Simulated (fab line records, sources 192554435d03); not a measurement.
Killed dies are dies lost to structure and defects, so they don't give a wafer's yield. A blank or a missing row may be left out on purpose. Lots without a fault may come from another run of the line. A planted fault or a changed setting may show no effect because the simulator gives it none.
Chamber matching | flow n5_finfet | N5_BEOL_M12_ETCH_38 on rie_diel-03: 4 sister chambers
The step etches SiCN in CF4/N2, target depth 68.7 nm, time 73.4 s. 16 wafers are shown with their chamber, then 8 later ones without.

WAFERS WITH THEIR CHAMBER
wafer  | chamber | drypump_motor_current_A (A) | showerhead_plenum_p_Torr (Torr) | throttle_valve_pct (%)
L074.1 | 0       | 6.3                         | 2.28                            | 15.81
L074.2 | 1       | 5.2                         | 2.34                            | 15.26
L074.4 | 2       | 6.0                         | 2.11                            | 15.47
L082.1 | 0       | 6.3                         | 2.27                            | 15.84
L082.2 | 2       | 6.0                         | 2.10                            | 15.50
L082.6 | 3       | 5.6                         | 2.27                            | 16.03
L085.1 | 2       | 6.0                         | 2.10                            | 15.52
L085.3 | 0       | 6.3                         | 2.27                            | 15.85
L085.5 | 2       | 6.0                         | 2.10                            | 15.53
L090.4 | 3       | 5.6                         | 2.26                            | 15.55
L090.5 | 0       | 6.2                         | 2.26                            | 15.88
L090.6 | 1       | 5.1                         | 2.32                            | 15.35
L092.2 | 1       | 5.2                         | 2.32                            | 15.37
L092.4 | 1       | 5.2                         | 2.32                            | 15.35
L092.5 | 3       | 5.6                         | 2.26                            | 15.56
L093.1 | 3       | 5.6                         | 2.26                            | 15.55

SIGNATURES (means of the wafers above)
reading                  | chamber 0 | chamber 1 | chamber 2 | chamber 3 | scatter within a chamber
drypump_motor_current_A  | 6.275     | 5.175     | 6.000     | 5.600     | 0.0354
showerhead_plenum_p_Torr | 2.2700    | 2.3250    | 2.1025    | 2.2625    | 0.00736
throttle_valve_pct       | 15.8450   | 15.3325   | 15.5050   | 15.6725   | 0.123
Rule: a wafer's distance from a chamber is the root of the sum, over the readings, of the square of ((its reading less the chamber's mean) divided by the reading's scatter). The wafer belongs to the nearest chamber; if the next one is less than 2 further off, it can't be placed. The scatter: the root of (the sum of the squares of (reading less its chamber's mean) over the shown wafers, divided by (wafers less chambers)).

WAFERS WITHOUT THEIR CHAMBER
wafer  | drypump_motor_current_A (A) | showerhead_plenum_p_Torr (Torr) | throttle_valve_pct (%)
L093.5 | 5.1                         | 2.32                            | 15.37
L093.6 | 6.0                         | 2.09                            | 15.56
L095.1 | 5.6                         | 2.26                            | 15.58
L095.3 | 6.0                         | 2.09                            | 15.57
L095.5 | 5.6                         | 2.26                            | 15.57
L096.2 | 5.6                         | 2.26                            | 15.57
L096.4 | 6.3                         | 2.26                            | 15.41
L096.6 | 5.2                         | 2.31                            | 15.38

WHICH CHAMBER EACH WENT THROUGH
wafer  | from the rows above | in truth
L093.5 | 1                   | 1
L093.6 | 2                   | 2
L095.1 | 3                   | 3
L095.3 | 2                   | 2
L095.5 | 3                   | 3
L096.2 | 3                   | 3
L096.4 | 0                   | 0
L096.6 | 1                   | 1
Placed correctly: 8 of 8. Can't be placed from these rows: 0. Placed wrongly: 0.
